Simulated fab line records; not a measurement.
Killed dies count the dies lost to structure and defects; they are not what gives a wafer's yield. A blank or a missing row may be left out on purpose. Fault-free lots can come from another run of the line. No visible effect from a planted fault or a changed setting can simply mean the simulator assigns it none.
3 desks, one fault + flow n5Finfet + each desk has only its own numbers; what lay behind them comes last

## FOR THE TOOL OWNER'S DESK: pvdSputter-02
The tool's own readings at N5_MIM_TOP_SPUTTER_03 (material TiN, target thk 35 nm, time 89.7 s): means of the sampled wafers that have a number, for each lot that ran on this tool. If a lot's mean is further than 4 standard deviations from the usual mean, the lot is out of limits and carries the mark OUT (the distance appears in the brackets).
Columns: A = chamberPressurePa at N5_MIM_TOP_SPUTTER_03, usual 0.5000 Pa; B = throttleValvePct at N5_MIM_TOP_SPUTTER_03, usual 30.2 %
| lot  | first seen here | A      | B    |
|------|-----------------|--------|------|
| L179 | day 12 14:16    | 0.4995 | 30.0 |
| L183 | day 13 09:36    | 0.4998 | 30.1 |
| L198 | day 17 23:48    | 0.4998 | 30.6 |
This desk's finding: nothing out of limits on any of the 3 lots.

## THE METROLOGY DESK
What the gauges read, lot by lot, whatever tool the lot ran on: means of the sampled wafers that have a number. If a lot's mean is further than 4 standard deviations from the usual mean, the lot is out of limits and carries the mark OUT (the distance appears in the brackets).
Columns: A = MIM_TOP_OVL at N5_MIM_TOP_LITHO_OVL_MEAS_11, usual -1 nm
| lot  | first seen here | A  |
|------|-----------------|----|
| L178 | day 12 11:28    | -4 |
| L179 | day 12 14:41    | 3  |
| L183 | day 13 10:01    | -4 |
| L181 | day 14 03:04    | 1  |
| L184 | day 14 12:17    | -2 |
| L185 | day 15 04:52    | -7 |
| L188 | day 15 15:50    | 4  |
| L190 | day 15 16:05    | 0  |
| L198 | day 18 00:14    | -2 |
| L200 | day 18 21:25    | -3 |
This desk's finding: nothing out of limits on any of the 10 lots.

## THE DEFECT DESK
For each lot, the counts of the inspections along the route, averaged over the sampled wafers that have a number. If a lot's mean is further than 4 standard deviations from the usual mean, the lot is out of limits and carries the mark OUT (the distance appears in the brackets).
Columns: A = rawDefectCount at N5_MIM_TOP_LITHO_INSPECT_12, usual 2.2; B = rawDefectCount at N5_MIM_BOT_LITHO_INSPECT_12, usual 2.1
| lot  | first seen here | A              | B              |
|------|-----------------|----------------|----------------|
| L178 | day 12 11:29    | 0.7            | 2.0            |
| L179 | day 12 14:43    | 1.3            | 2.0            |
| L183 | day 13 10:03    | 4.7            | 4.0            |
| L181 | day 14 03:05    | 2.3            | 3.7            |
| L184 | day 14 12:19    | 2.3            | 0.7            |
| L185 | day 15 04:54    | 0.3            | 1.0            |
| L188 | day 15 15:52    | 2.7            | 2.3            |
| L190 | day 15 16:06    | 2.3            | 2.7            |
| L198 | day 18 00:15    | 93.3 (+61) OUT | 92.3 (+60) OUT |
| L200 | day 18 21:26    | 2.0            | 2.3            |
This desk's finding: out of limits on L198; first on L198, day 18 00:15 (rawDefectCount at N5_MIM_TOP_LITHO_INSPECT_12). In limits: L178, L179, L183, L181, L184, L185, L188, L190, L200.

## BROUGHT TOGETHER
The defect desk could have raised an alarm at day 18 00:15, on L198.
The desk of the tool owner found nothing out of limits.
Metrology desk: nothing out of limits seen.
Tool owner's desk: L198 on record, inside its limits.
The metrology desk has L198 on record, within its limits.
N5_MIM_TOP_SPUTTER_03 was run on pvdSputter-02 by each of the lots named.

## WHAT THE SIMULATOR HAD PUT IN
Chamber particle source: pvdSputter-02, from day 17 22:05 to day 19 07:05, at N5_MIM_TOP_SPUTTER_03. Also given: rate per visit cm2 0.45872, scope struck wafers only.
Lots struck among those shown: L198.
Hours from the fault's start to each desk's first reading out of limits: the defect desk, 2.
